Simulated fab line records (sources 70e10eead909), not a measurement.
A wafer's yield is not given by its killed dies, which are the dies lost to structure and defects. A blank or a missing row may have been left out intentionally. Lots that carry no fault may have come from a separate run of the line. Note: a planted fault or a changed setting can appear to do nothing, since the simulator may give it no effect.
Matching of chambers ; flow nand-harc ; cmp-02 running NHARC_P_STI_CMP_21: 4 sister chambers
The step polishes, t overpolish 20 s, target thk 380.67 nm. 8 wafers are shown with their chamber, then 7 later ones without.

WAFERS PAIRED WITH THEIR CHAMBERS
wafer;chamber;motor-current-A (A);overpolish-run-s (s)
L695.4;1;9.6;19.998
L695.5;0;10.9;19.999
L695.6;3;11.7;20.010
L697.1;1;10.1;19.994
L697.3;2;10.7;20.000
L697.4;3;12.0;19.993
L699.1;0;11.3;19.998
L699.4;2;10.1;20.022

WAFERS WITHOUT THEIR CHAMBER
wafer;motor-current-A (A);overpolish-run-s (s)
L699.6;9.9;19.996
L698.2;11.6;19.990
L698.5;12.1;20.005
L698.6;9.5;20.007
L702.1;10.1;20.006
L702.2;9.4;19.999
L702.3;11.3;19.999

WHICH CHAMBER EACH WENT THROUGH
wafer;from the rows above;in truth
L699.6;can't be placed: 1 or 2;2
L698.2;can't be placed: 3 or 0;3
L698.5;3;3
L698.6;can't be placed: 1 or 2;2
L702.1;can't be placed: 2 or 1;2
L702.2;can't be placed: 1 or 2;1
L702.3;can't be placed: 0 or 3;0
Correctly placed: 1 of 7. Cannot be placed on the basis of these rows: 6; the candidates contain the true chamber in 6. Number placed wrongly: 0.
How it was worked out, from the rows above alone: a wafer's distance from a chamber is the root of the sum, over the readings, of the square of ((its reading less the chamber's mean) divided by the reading's scatter). If the next closest chamber is less than 2 further off than the closest, the wafer can't be placed; otherwise it belongs to the closest. For every chamber, the mean is computed from those of its wafers that are shown. The scatter: the root of (the sum of the squares of (reading less its chamber's mean) over the shown wafers, divided by (wafers less chambers)).
